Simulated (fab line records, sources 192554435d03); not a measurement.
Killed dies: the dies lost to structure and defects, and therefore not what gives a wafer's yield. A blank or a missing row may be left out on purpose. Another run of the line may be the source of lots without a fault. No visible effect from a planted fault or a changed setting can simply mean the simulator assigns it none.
fab line records	flow n5-finfet
record: lots: 8	wafers: 24	last-day: 17
route steps=1938 shown BEOL_M4@1111 BEOL_M5@1180 BEOL_M6@1194 PASSIVATION@1936
lots untouched by any fault: they come from a run of this same line in which no faults occurred
start-h: the number of hours between the record's first day and the start of the first shown wafer of the lot	wait-h: how many hours have passed since the lot's step before this one	" identical to the entry in the row above	L1.1+2: a single row standing in for several wafers	- no value, or no start was given	* or withheld: withheld	< > ~ a bound
route shown NAME@n: names a module that has steps shown in the file, with the first one's number in the route	usual: mean/standard deviation of fault-free wafers	same: alike in all rows	chamber/n: place in a boat	sites: per-site readings	_std_site: the values' standard deviation	_edge_site: mean of outer sites minus mean of inner sites	radius-mm: for every site, how far away it sits from the centre of the wafer	mask NAME#n: copy n	behind: the last tool/chamber to shape the wafer	hold: the reason the lot was held/the length of the hold in hours/how it ended	device: which transistor (n, p or np) failed to switch	end of line: the route-end tests of the same wafers	a step with no rows: only its recipe	killed: count of dies lost to structure and defects at first sort (not the wafer's yield)	map: the dies of a wafer, with x for killed, . for not killed, _ for no die there
set.NAME: the setting the step ran with; set.NAME@STEP: the setting that earlier step ran with	model.NAME: the simulator's own value behind a step, which no gauge read
one table for each step of the route and one row for each wafer, over a sample of lots
services: from which hour (start-h, from the record's first day; less than 0 if before it) a tool's chamber was out of use, for how many hours, and why
== steps ==
step: N5_BEOL_M4_RC_MEAS_101
usual: DIBL_N: 36.7/2.4	DIBL_P: 37.4/2.9	IOFF_N: 0.18/0.05	IOFF_P: 0.23/0.058	ION_N: 683/16	ION_P: 467/11	SS_N: 71.7/0.77	SS_P: 73.5/0.87	VT_N: 249/4.3	VT_P: -250/4.4
lot.wafer	tool	chamber	start-h	wait-h	DIBL_N[mV/V]	DIBL_P[mV/V]	IOFF_N[nA/um]	IOFF_P[nA/um]	ION_N[uA/um]	ION_P[uA/um]	SS_N[mV/dec]	SS_P[mV/dec]	VT_N[mV]	VT_P[mV]
L104.1	prober-01	0	173.25	0.0	40.3	40.8	0.21	0.26	705	477	72.5	74.6	248	-248
L104.2	"	0	"	"	39.0	38.0	0.17	0.21	685	461	72.2	73.5	250	-254
L104.4	"	0	"	"	38.0	38.5	0.17	0.23	665	456	71.6	73.4	250	-252
L103.3	prober-02	0	176.21	0.3	35.9	34.4	0.14	0.17	669	455	71.1	72.3	254	-253
L103.4	"	0	"	"	35.8	36.3	0.16	0.21	697	481	71.3	73.1	247	-251
L103.6	"	0	"	"	38.7	38.9	0.21	0.25	704	479	71.7	74.3	247	-248
L116.1	prober-02	0	251.41	0.0	40.2	40.8	0.23	0.29	690	473	73.1	74.3	243	-246
L116.3	"	0	"	"	36.4	36.5	0.16	0.22	691	476	71.3	72.9	247	-249
L116.6	"	0	"	"	40.9	42.7	0.29	0.33	711	480	72.8	74.5	238	-242
L117.3	prober-01	0	251.78	0.3	35.1	35.5	0.17	0.21	667	459	71.8	73.4	250	-249
L117.4	"	0	"	"	35.5	35.2	0.16	0.20	662	451	71.6	72.3	251	-251
L117.6	"	0	"	"	36.0	37.2	0.18	0.22	672	461	72.4	73.4	250	-250
L121.1	prober-01	0	278.14	0.0	40.3	42.7	0.30	0.37	702	484	73.1	74.9	240	-243
L121.5	"	0	"	"	40.3	41.8	0.27	0.34	679	466	73.4	76.0	245	-246
L121.6	"	0	"	"	35.6	37.4	0.19	0.24	703	483	71.7	72.8	245	-247
L123.1	prober-01	0	295.35	0.0	35.4	36.6	0.16	0.17	683	459	71.9	72.5	251	-256
L123.3	"	0	"	"	38.2	38.8	0.25	0.22	703	463	72.9	73.6	242	-252
L123.5	"	0	"	"	33.6	34.3	0.14	0.14	693	455	71.1	72.7	249	-259
L125.2	prober-02	0	300.90	0.2	36.6	38.0	0.18	0.20	698	473	71.7	73.0	247	-252
L125.3	"	0	"	"	37.9	38.7	0.18	0.21	673	456	71.9	73.6	249	-252
L125.4	"	0	"	"	37.5	39.5	0.22	0.24	697	466	72.2	73.6	243	-249
L124.2	prober-02	0	304.06	0.2	37.8	37.7	0.18	0.20	684	457	71.9	74.1	248	-254
L124.4	"	0	"	"	34.3	34.0	0.11	0.15	670	468	71.0	72.7	254	-258
L124.6	"	0	"	"	33.2	33.0	0.10	0.14	668	462	70.1	72.2	257	-260
step: N5_BEOL_M5_ANNEAL_84
recipe: temp-c: 400	time-s: 1800	ambient: vacuum
usual: heater-power-w: 816/110
lot.wafer	tool	chamber	start-h	wait-h	heater-power-w
L104.1	pvd-sputter-03	-	182.62	0.0	1060
L104.2	"	-	"	"	755
L104.4	"	-	"	"	858
L103.3	pvd-sputter-02	-	185.52	0.0	710
L103.4	"	-	"	"	686
L103.6	"	-	"	"	706
L116.1	pvd-sputter-02	-	260.26	0.0	706
L116.3	"	-	"	"	721
L116.6	"	-	"	"	718
L117.3	pvd-sputter-01	-	261.66	0.0	853
L117.4	"	-	"	"	773
L117.6	"	-	"	"	875
L121.1	pvd-sputter-01	-	287.10	0.0	757
L121.5	"	-	"	"	888
L121.6	"	-	"	"	735
L123.1	pvd-sputter-03	-	302.93	0.0	1053
L123.3	"	-	"	"	866
L123.5	"	-	"	"	759
L125.2	pvd-sputter-01	-	310.66	0.0	751
L125.3	"	-	"	"	880
L125.4	"	-	"	"	738
L124.2	pvd-sputter-02	-	311.60	0.0	734
L124.4	"	-	"	"	913
L124.6	"	-	"	"	881
step: N5_BEOL_M5_CMP_52
recipe: stop-on: SiCOH_lowk	t-overpolish-s: 6.9	down-force-psi: 1	platen-rpm: 50	clearing-platen-down-force-psi: 1.5	clearing-platen-rpm: 50	post-cmp-clean: cu-alkaline	target-thk-nm: 62	clearing-platen-pad-velocity-m-s: 0.99484	pad-velocity-m-s: 0.99484
usual: barrier-field-endpoint-s: 24.4/0.69	clearing-platen-down-force-psi: 1.4997/0.003	clearing-platen-rpm: 50.000/0.025	motor-current-A: 6.2/0.71	overpolish-run-s: 6.900/0.0091	slurry-flow-ml-min: 150.0/0.45	time-to-endpoint-s: 62/3.5
lot.wafer	tool	chamber	start-h	wait-h	barrier-field-endpoint-s	clearing-platen-down-force-psi	clearing-platen-rpm	motor-current-A	overpolish-run-s	slurry-flow-ml-min	time-to-endpoint-s
L104.1	cmp-01	3	185.34	0.4	22.9	1.4967	50.022	5.3	6.892	149.6	60
L104.4	"	1	"	"	25.0	1.5002	50.010	5.5	6.897	149.8	66
L104.2	"	2	"	"	24.8	1.4958	49.985	6.7	6.913	149.9	67
L103.3	cmp-01	1	188.31	0.4	23.4	1.4983	50.013	5.5	6.905	149.9	60
L103.4	"	2	"	"	24.2	1.4971	50.012	6.6	6.880	150.3	59
L103.6	"	1	"	"	24.6	1.4950	50.003	5.1	6.902	149.9	61
L116.1	cmp-01	0	262.90	0.3	-	-	-	-	-	-	-
L116.3	"	2	"	"	-	-	-	-	-	-	-
L116.6	"	3	"	"	-	-	-	-	-	-	-
L117.3	cmp-01	0	264.78	0.2	-	-	-	-	-	-	-
L117.4	"	1	"	"	-	-	-	-	-	-	-
L117.6	"	0	"	"	-	-	-	-	-	-	-
L121.1	cmp-01	0	290.20	0.3	24.8	1.5001	50.016	7.0	6.905	151.1	61
L121.6	"	3	"	"	24.1	1.4998	50.009	5.3	6.892	149.9	57
L121.5	"	0	"	"	24.8	1.4976	49.991	6.5	6.897	150.7	64
L123.1	cmp-04	1	305.52	0.3	25.4	1.4998	49.957	7.4	6.903	149.9	62
L123.3	"	3	"	"	26.1	1.5026	49.957	6.9	6.885	150.0	68
L123.5	"	1	"	"	25.3	1.5025	50.020	7.3	6.911	149.8	63
L125.3	cmp-01	1	313.25	0.2	24.2	1.4950	49.996	5.4	6.903	150.4	64
L125.2	"	3	"	"	23.4	1.4999	50.038	5.2	6.904	149.7	56
L125.4	"	0	"	"	25.1	1.4969	50.045	6.5	6.903	149.8	64
L124.2	cmp-01	1	314.23	0.2	25.6	1.5033	50.021	5.4	6.912	150.6	65
L124.4	"	2	"	"	24.7	1.5033	50.000	6.5	6.892	149.4	64
L124.6	"	0	"	"	25.8	1.5010	50.023	6.4	6.897	150.1	66
step: N5_BEOL_M5_THK_MEAS_53
recipe: thk-meas-gauge: xrf	reads: Cu_of_BEOL_M5_ECD_50
usual: M5_THK: 61.3/1.8
lot.wafer	tool	chamber	start-h	wait-h	M5_THK[nm]
L104.1	film-metro-01	-	185.63	-	57.6
L104.2	"	-	"	"	61.4
L104.4	"	-	"	"	58.8
L103.3	film-metro-02	-	188.61	-	63.9
L103.4	"	-	"	"	61.8
L103.6	"	-	"	"	64.4
L116.1	film-metro-01	-	263.15	0.2	307.3
L116.3	"	-	"	"	309.7
L116.6	"	-	"	"	307.7
L117.3	film-metro-02	-	265.04	0.2	300.6
L117.4	"	-	"	"	310.0
L117.6	"	-	"	"	302.9
L121.1	film-metro-02	-	290.46	-	61.6
L121.5	"	-	"	"	63.2
L121.6	"	-	"	"	59.0
L123.1	film-metro-02	-	305.82	-	58.6
L123.3	"	-	"	"	61.8
L123.5	"	-	"	"	61.2
L125.2	film-metro-02	-	313.55	-	57.4
L125.3	"	-	"	"	56.8
L125.4	"	-	"	"	61.7
L124.2	film-metro-02	-	314.49	-	59.1
L124.4	"	-	"	"	61.0
L124.6	"	-	"	"	59.7
step: N5_BEOL_M5_CO_CAP_78
recipe: material: Co	target-thk-a: 20	temp-c: 200	precursor: CCTBA/H2	pressure-torr: 30	time-s: 102.1
usual: heater-power-w: 231/17
lot.wafer	tool	chamber	start-h	wait-h	heater-power-w
L104.1	cvd-co-02	2	185.90	0.0	240
L104.2	"	1	"	"	213
L104.4	"	0	"	"	253
L103.3	cvd-co-01	0	188.68	0.0	209
L103.4	"	1	"	"	242
L103.6	"	2	"	"	217
L116.1	cvd-co-01	2	263.23	0.0	217
L116.3	"	0	"	"	210
L116.6	"	0	"	"	213
L117.3	cvd-co-02	1	265.11	0.0	211
L117.4	"	1	"	"	218
L117.6	"	0	"	"	258
L121.1	cvd-co-02	0	290.53	0.0	251
L121.5	"	0	"	"	251
L121.6	"	2	"	"	243
L123.1	cvd-co-02	0	305.90	0.0	247
L123.3	"	2	"	"	235
L123.5	"	0	"	"	254
L125.2	cvd-co-02	2	313.62	0.0	239
L125.3	"	0	"	"	255
L125.4	"	2	"	"	237
L124.2	cvd-co-02	2	314.57	0.0	245
L124.4	"	2	"	"	236
L124.6	"	1	"	"	214
step: N5_BEOL_M5_RS_MEAS_57
recipe: thk-meas-gauge: four-point-probe	reads: Co_of_BEOL_M5_CO_CAP_78+Cu_of_BEOL_M5_ECD_50+Co_of_BEOL_M5_CVD_47+TaN_of_BEOL_M5_ALD_86
usual: M5_RS: 0.395/0.014
lot.wafer	tool	chamber	start-h	wait-h	M5_RS[ohm/sq]
L104.1	film-metro-01	-	186.08	0.0	0.424
L104.2	"	-	"	"	0.391
L104.4	"	-	"	"	0.412
L103.3	film-metro-01	-	188.87	0.1	0.375
L103.4	"	-	"	"	0.392
L103.6	"	-	"	"	0.371
L116.1	film-metro-02	-	263.41	0.0	0.053
L116.3	"	-	"	"	0.053
L116.6	"	-	"	"	0.053
L117.3	film-metro-01	-	265.30	0.1	0.055
L117.4	"	-	"	"	0.053
L117.6	"	-	"	"	0.054
L121.1	film-metro-01	-	290.72	0.0	0.385
L121.5	"	-	"	"	0.376
L121.6	"	-	"	"	0.412
L123.1	film-metro-02	-	306.08	0.0	0.416
L123.3	"	-	"	"	0.392
L123.5	"	-	"	"	0.395
L125.2	film-metro-02	-	313.82	0.1	0.424
L125.3	"	-	"	"	0.428
L125.4	"	-	"	"	0.389
L124.2	film-metro-01	-	314.75	0.1	0.412
L124.4	"	-	"	"	0.399
L124.6	"	-	"	"	0.407
step: N5_BEOL_M5_INSPECT_58
recipe: inspect-instrument: darkfield	mode: post-dep
usual: raw-defect-count: 67/22
lot.wafer	tool	chamber	start-h	wait-h	raw-defect-count
L104.1	defect-inspect-01	-	186.11	0.0	74
L104.2	"	-	"	"	70
L104.4	"	-	"	"	102
L103.3	defect-inspect-01	-	188.89	0.0	65
L103.4	"	-	"	"	92
L103.6	"	-	"	"	50
L116.1	defect-inspect-02	-	263.44	0.0	2032
L116.3	"	-	"	"	2082
L116.6	"	-	"	"	2098
L117.3	defect-inspect-01	-	265.32	0.0	2042
L117.4	"	-	"	"	1860
L117.6	"	-	"	"	2037
L121.1	defect-inspect-02	-	290.74	0.0	89
L121.5	"	-	"	"	53
L121.6	"	-	"	"	65
L123.1	defect-inspect-02	-	306.10	0.0	64
L123.3	"	-	"	"	58
L123.5	"	-	"	"	62
L125.2	defect-inspect-01	-	313.85	0.0	59
L125.3	"	-	"	"	60
L125.4	"	-	"	"	77
L124.2	defect-inspect-01	-	314.78	0.0	73
L124.4	"	-	"	"	79
L124.6	"	-	"	"	65
step: N5_BEOL_M6_ILD_DEP_00
recipe: material: SiCOH_lowk	target-thk-a: 1797.5	temp-c: 300	precursor: DEMS/porogen	pressure-torr: 5	rf-w: 500	time-s: 33.4
usual: heater-power-w: 278/44	showerhead-plenum-p-Torr: 5.737/0.017	throttle-valve-pct: 14.4/0.94
lot.wafer	tool	chamber	start-h	wait-h	heater-power-w	showerhead-plenum-p-Torr	throttle-valve-pct
L104.1	pecvd-04	1	186.14	0.0	327	5.728	15.4
L104.2	"	2	"	"	266	5.711	13.5
L104.4	"	1	"	"	327	5.742	15.5
L103.3	pecvd-01	2	188.93	0.0	300	5.745	14.2
L103.4	"	1	"	"	370	5.769	16.1
L103.6	"	2	"	"	234	5.724	14.1
L121.1	pecvd-03	0	290.78	0.0	281	5.740	14.2
L121.5	"	1	"	"	281	5.721	14.7
L121.6	"	0	"	"	285	5.757	14.0
L123.1	pecvd-01	2	306.14	0.0	238	5.749	13.7
L123.3	"	1	"	"	346	5.750	16.5
L123.5	"	0	"	"	228	5.726	13.8
L125.2	pecvd-04	0	313.88	0.0	280	5.742	14.3
L125.3	"	1	"	"	323	5.730	15.3
L125.4	"	2	"	"	297	5.714	14.0
L124.2	pecvd-03	2	314.81	0.0	254	5.755	13.2
L124.4	"	0	"	"	317	5.742	14.3
L124.6	"	2	"	"	257	5.741	13.5
step: N5_PASSIVATION_PROBE_49
usual: defect-limited-yield: 91.4/1.6	killed_at_M0_to_M3: 31/11	killed_at_M4_up: 14/5.7	killed-at-contacts: 12/6	killed-at-front-end: 41/13	killed-at-other: 3.3/2.8	killed-dies: 101/19	killed-on-rim: 13/3.9	killed-open: 67/14	killed-short: 33/8.2	sort_bin_4_leakage: 0.0/0.37	sort_bin_5_function: 5.0/1.1	sort_bin_6_memory: 3.3/0.74	sort-n-pass: 1078/20	sort-yield-pct: 91.3/1.7
same: gross-dies: 1180	killed-at-back-side: 0	sort_bin_8_speed[%]: 0
lot.wafer	tool	chamber	start-h	wait-h	defect-limited-yield[%]	killed_at_M0_to_M3	killed_at_M4_up	killed-at-contacts	killed-at-front-end	killed-at-other	killed-dies	killed-on-rim	killed-open	killed-short	sort_bin_4_leakage[%]	sort_bin_5_function[%]	sort_bin_6_memory[%]	sort-n-pass	sort-yield-pct[%]
L104.1	prober-02	-	272.04	0.0	91.8	30	5	9	49	4	97	14	60	36	0	4.5	3.4	1083	91.8
L104.2	prober-02	-	272.09	0.1	90.7	23	6	10	64	7	110	12	56	46	0	5.6	3.5	1070	90.7
L104.4	prober-02	-	272.19	0.2	93.7	12	4	10	46	2	74	8	45	28	0	2.7	3.3	1106	93.7
L103.3	prober-02	-	278.29	0.1	91.9	31	13	17	29	6	96	15	62	34	0	4.7	3.2	1084	91.9
L103.4	prober-02	-	278.34	0.2	90.9	33	17	12	40	5	107	13	75	31	0	5.3	3.4	1073	90.9
L103.6	prober-02	-	278.44	0.3	89.4	36	21	11	52	5	125	19	77	46	0	6.1	4.2	1055	89.4
L116.1	prober-02	-	360.26	0.0	0	39	1079	22	35	5	1180	152	64	45	0	5.7	3.3	0	0
L116.3	prober-02	-	360.36	0.1	0	22	1092	23	35	8	1180	152	62	37	0	4.8	3.1	0	0
L116.6	prober-02	-	360.51	0.3	0	33	1087	17	36	7	1180	152	63	42	0	5.4	3.6	0	0
L117.3	prober-01	-	364.70	0.1	0	34	1094	5	44	3	1180	152	62	34	0	4.7	3.4	0	0
L117.4	prober-01	-	364.75	0.2	0	15	1121	4	38	2	1180	152	49	19	0	2.8	3.1	0	0
L117.6	prober-01	-	364.85	0.3	0	15	1120	10	35	0	1180	152	56	14	0	3.7	2.1	0	0
L123.1	prober-01	-	394.62	0.0	90.3	24	20	13	53	5	115	14	76	38	0	6.4	3.4	1065	90.3
L123.3	prober-01	-	394.72	0.1	90.2	24	30	19	39	4	116	20	76	36	0.1	5.8	3.5	1063	90.1
L123.5	prober-01	-	394.82	0.2	93.3	17	6	18	38	0	79	12	61	17	0	3.8	2.6	1101	93.3
L124.2	prober-02	-	405.22	0.1	92.5	26	7	20	33	2	88	14	53	30	0	4.1	3.1	1092	92.5
L124.4	prober-02	-	405.32	0.2	89.8	28	10	30	50	2	120	10	93	25	0	6.3	3.6	1060	89.8
L124.6	prober-02	-	405.42	0.3	91.9	31	11	18	35	0	95	14	64	29	0	4.5	3.3	1085	91.9
L125.2	prober-01	-	417.17	0.1	89.8	48	12	11	42	7	120	19	74	43	0	6.2	3.4	1060	89.8
L125.3	prober-01	-	417.22	0.1	91.7	34	16	10	35	3	98	10	64	31	0	4.5	3.4	1082	91.7
L125.4	prober-01	-	417.27	0.2	90.4	22	24	14	48	5	113	18	69	43	0	5.3	4.2	1067	90.4
killed by level:class
L104.1 FIN_SAQP:geometric-particle:short=13 FIN_SAQP:geometric-particle:open=11 BEOL_M3:geometric-particle:open=8 MOL_CONTACT_COAG:geometric-particle:open=8 DUMMY_GATE:geometric-particle:open=6 BEOL_M0_SAQP:geometric-particle:open=5 BEOL_M2:geometric-particle:open=5 ILD0:geometric-particle:short=4
L104.2 FIN_SAQP:geometric-particle:short=13 GATE_CUT:geometric-particle:short=12 FIN_SAQP:geometric-particle:open=11 GATE_CUT:geometric-particle:open=9 DUMMY_GATE:geometric-particle:open=7 MOL_CONTACT_COAG:geometric-particle:open=6 BEOL_M0_SAQP:geometric-particle:short=6 PASSIVATION:area-etch=5
L104.4 FIN_SAQP:geometric-particle:short=16 MOL_CONTACT_COAG:geometric-particle:open=10 FIN_SAQP:geometric-particle:open=8 STI_FIN_REVEAL:geometric-particle:open=4 DUMMY_GATE:geometric-particle:open=4 BEOL_M3:geometric-particle:open=4 DUMMY_GATE:geometric-particle:short=3 GATE_CUT:geometric-particle:short=3
L103.3 MOL_CONTACT_COAG:geometric-particle:open=14 BEOL_M0_SAQP:geometric-particle:short=8 STI_FIN_REVEAL:geometric-particle:open=7 BEOL_M0_SAQP:geometric-particle:open=7 BEOL_M4:geometric-particle:open=7 GATE_CUT:geometric-particle:open=5 FIN_SAQP:geometric-particle:open=4 BEOL_M0:geometric-particle:short=4
L103.4 BEOL_M3:geometric-particle:open=12 MOL_CONTACT_COAG:geometric-particle:open=11 FIN_SAQP:geometric-particle:open=7 GATE_CUT:geometric-particle:short=7 BEOL_M4:geometric-particle:open=7 DUMMY_GATE:geometric-particle:open=6 GATE_CUT:geometric-particle:open=6 BEOL_M2:geometric-particle:open=6
L103.6 BEOL_M0_SAQP:geometric-particle:short=13 BEOL_M0_SAQP:geometric-particle:open=13 STI_FIN_REVEAL:geometric-particle:open=11 BEOL_M4:geometric-particle:open=11 MOL_CONTACT_COAG:geometric-particle:open=8 FIN_SAQP:geometric-particle:open=6 GATE_CUT:geometric-particle:open=6 STARTING-WAFER:geometric-particle:short=6
L116.1 BEOL_M5:area-cmp=1071 MOL_CONTACT_COAG:geometric-particle:open=19 BEOL_M0_SAQP:geometric-particle:short=11 FIN_SAQP:geometric-particle:short=10 BEOL_M0_SAQP:geometric-particle:open=10 FIN_SAQP:geometric-particle:open=7 STI_FIN_REVEAL:geometric-particle:open=6 BEOL_M2:geometric-particle:open=6
L116.3 BEOL_M5:area-cmp=1080 MOL_CONTACT_COAG:geometric-particle:open=17 FIN_SAQP:geometric-particle:short=12 BEOL_M2:geometric-particle:open=6 MOL_CONTACT_COAG:geometric-particle:short=6 FIN_SAQP:geometric-particle:open=5 SPACER0:geometric-particle:short=5 MIM_TOP:geometric-particle:open=5
L116.6 BEOL_M5:area-cmp=1074 MOL_CONTACT_COAG:geometric-particle:open=10 BEOL_M1:geometric-particle:open=10 BEOL_M2:geometric-particle:open=10 MOL_CONTACT_COAG:geometric-particle:short=7 STI_FIN_REVEAL:geometric-particle:open=7 FIN_SAQP:geometric-particle:open=6 FIN_SAQP:geometric-particle:short=5
L117.3 BEOL_M5:area-cmp=1083 BEOL_M3:geometric-particle:open=17 STI_FIN_REVEAL:geometric-particle:open=12 FIN_SAQP:geometric-particle:short=9 BEOL_M2:geometric-particle:open=6 FIN_SAQP:geometric-particle:open=5 BEOL_M4:geometric-particle:open=4 STARTING-WAFER:geometric-particle:open=4
L117.4 BEOL_M5:area-cmp=1110 FIN_SAQP:geometric-particle:open=9 DUMMY_GATE:geometric-particle:open=6 ILD0:geometric-particle:short=5 STARTING-WAFER:geometric-particle:open=4 FIN_SAQP:geometric-particle:short=3 ILD0:geometric-particle:open=3 MOL_CONTACT_COAG:geometric-particle:open=3
L117.6 BEOL_M5:area-cmp=1110 MOL_CONTACT_COAG:geometric-particle:open=9 FIN_SAQP:geometric-particle:open=7 STI_FIN_REVEAL:geometric-particle:open=6 BEOL_M2:geometric-particle:open=5 BEOL_M3:geometric-particle:open=5 GATE_CUT:geometric-particle:short=4 FIN_CUT:geometric-particle:open=4
L123.1 STI_FIN_REVEAL:geometric-particle:open=13 FIN_SAQP:geometric-particle:open=12 MOL_CONTACT_COAG:geometric-particle:open=11 BEOL_M4:geometric-particle:open=10 FIN_SAQP:geometric-particle:short=8 BEOL_M3:geometric-particle:open=6 DUMMY_GATE:geometric-particle:open=5 BEOL_M4:geometric-particle:short=5
L123.3 MOL_CONTACT_COAG:geometric-particle:open=14 BEOL_M4:geometric-particle:open=14 BEOL_M2:geometric-particle:open=11 FIN_SAQP:geometric-particle:short=9 STARTING-WAFER:geometric-particle:short=6 DUMMY_GATE:geometric-particle:open=5 MOL_CONTACT_COAG:geometric-particle:short=5 FIN_SAQP:geometric-particle:open=4
L123.5 MOL_CONTACT_COAG:geometric-particle:open=15 STI_FIN_REVEAL:geometric-particle:open=9 FIN_SAQP:geometric-particle:open=8 FIN_SAQP:geometric-particle:short=4 STARTING-WAFER:geometric-particle:open=4 DUMMY_GATE:geometric-particle:open=3 MOL_CONTACT_COAG:geometric-particle:short=3 BEOL_M0:geometric-particle:open=3
L124.2 MOL_CONTACT_COAG:geometric-particle:open=14 FIN_SAQP:geometric-particle:open=11 BEOL_M3:geometric-particle:open=9 MOL_CONTACT_COAG:geometric-particle:short=6 GATE_CUT:geometric-particle:short=5 BEOL_M0_SAQP:geometric-particle:open=4 STI_FIN_REVEAL:geometric-particle:open=3 BEOL_M4:geometric-particle:open=3
L124.4 MOL_CONTACT_COAG:geometric-particle:open=26 STI_FIN_REVEAL:geometric-particle:open=19 BEOL_M0_SAQP:geometric-particle:open=9 FIN_SAQP:geometric-particle:open=8 BEOL_M3:geometric-particle:open=6 STARTING-WAFER:geometric-particle:open=5 MOL_CONTACT_COAG:geometric-particle:short=4 BEOL_M0_SAQP:geometric-particle:short=4
L124.6 MOL_CONTACT_COAG:geometric-particle:open=14 STI_FIN_REVEAL:geometric-particle:open=9 BEOL_M0_SAQP:geometric-particle:short=9 BEOL_M0_SAQP:geometric-particle:open=9 BEOL_M2:geometric-particle:open=6 STI_FIN_REVEAL:geometric-particle:short=5 DUMMY_GATE:geometric-particle:open=4 MOL_CONTACT_COAG:geometric-particle:short=4
L125.2 BEOL_M0_SAQP:geometric-particle:open=15 BEOL_M2:geometric-particle:open=14 FIN_SAQP:geometric-particle:open=8 DUMMY_GATE:geometric-particle:open=8 MOL_CONTACT_COAG:geometric-particle:open=8 FIN_SAQP:geometric-particle:short=6 BEOL_M0_SAQP:geometric-particle:short=6 STARTING-WAFER:geometric-particle:short=6
L125.3 BEOL_M0_SAQP:geometric-particle:short=12 BEOL_M1:geometric-particle:open=8 FIN_SAQP:geometric-particle:open=7 BEOL_M4:geometric-particle:open=7 MOL_CONTACT_COAG:geometric-particle:open=7 GATE_CUT:geometric-particle:open=5 BEOL_M0_SAQP:geometric-particle:open=5 STARTING-WAFER:geometric-particle:open=5
L125.4 FIN_SAQP:geometric-particle:short=15 MOL_CONTACT_COAG:geometric-particle:open=11 STI_FIN_REVEAL:geometric-particle:open=10 BEOL_M4:geometric-particle:open=10 BEOL_M2:geometric-particle:open=8 FIN_SAQP:geometric-particle:open=7 BEOL_M4:geometric-particle:short=6 DUMMY_GATE:geometric-particle:open=5
== services ==
tool	chamber	start-h	hours	kind
cmp-01	-	160.57	-	consumable-replace:conditioner
cmp-01	-	160.57	-	consumable-replace:pad
pecvd-03	-	164.72	2.6	repair
pecvd-03	0	172.87	5.5	scheduled-down
cvd-co-02	0	174.69	6.3	repair
cmp-04	-	176.16	0.5	repair
cmp-01	-	180.06	2.0	repair
cmp-04	-	183.18	3.0	repair
pecvd-01	2	193.53	5.5	scheduled-down
pecvd-04	0	198.77	11.6	repair
pecvd-01	2	202.38	-	clean
pecvd-01	2	202.38	-	consumable-replace:showerhead
pecvd-01	2	202.38	29.0	scheduled-down
pecvd-01	2	202.38	29.0	vent-cycle
cvd-co-01	-	219.58	0.3	repair
cvd-co-02	-	221.99	6.9	pm
cmp-04	-	234.49	4.0	pm
cmp-01	-	259.28	1.8	repair
cvd-co-02	-	264.23	0.8	repair
pecvd-01	2	266.03	5.0	scheduled-down
pecvd-04	2	287.88	2.1	scheduled-down
cmp-04	-	294.47	5.7	pm
pecvd-01	0	296.42	5.3	repair
cvd-co-01	-	302.40	1.6	repair
== key ==
first-sign: step: N5_BEOL_M5_CMP_52	reading: tool-record	direction: missing
effect: step: N5_BEOL_M5_THK_MEAS_53	reading: M5_THK	direction: up	sigmas: 99+	usual: 61.3	struck: 306.4
effect: step: N5_BEOL_M5_RS_MEAS_57	reading: M5_RS	direction: down	sigmas: 25	usual: 0.395	struck: 0.054
effect: step: N5_BEOL_M5_INSPECT_58	reading: raw-defect-count	direction: up	sigmas: 91	usual: 67	struck: 2025
effect: step: N5_PASSIVATION_PROBE_49	reading: killed_at_M4_up	direction: up	sigmas: 99+	usual: 14	struck: 1099
more-kills-born-at: N5_BEOL_M5_CMP_52@cmp-01: 6528
met-at N5_BEOL_M5_CMP_52
struck-lots L116,L117
later-rows-left-out L116.1,L116.3,L116.6,L117.3,L117.4,L117.6
not-acting-at N5_BEOL_M5_ANNEAL_84,N5_BEOL_M5_CO_CAP_78,N5_BEOL_M6_ILD_DEP_00
onset-between 188.31 262.90
fault: kind: skipped-step-whole	tool: cmp-01	chamber: -	onset-h: 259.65	steps: N5_BEOL_M5_CMP_52	scope: struck-lots-only
later-rows-left-out: the simulator's readings of these wafers behind a module that went badly wrong aren't trusted and aren't shown, but for the sort
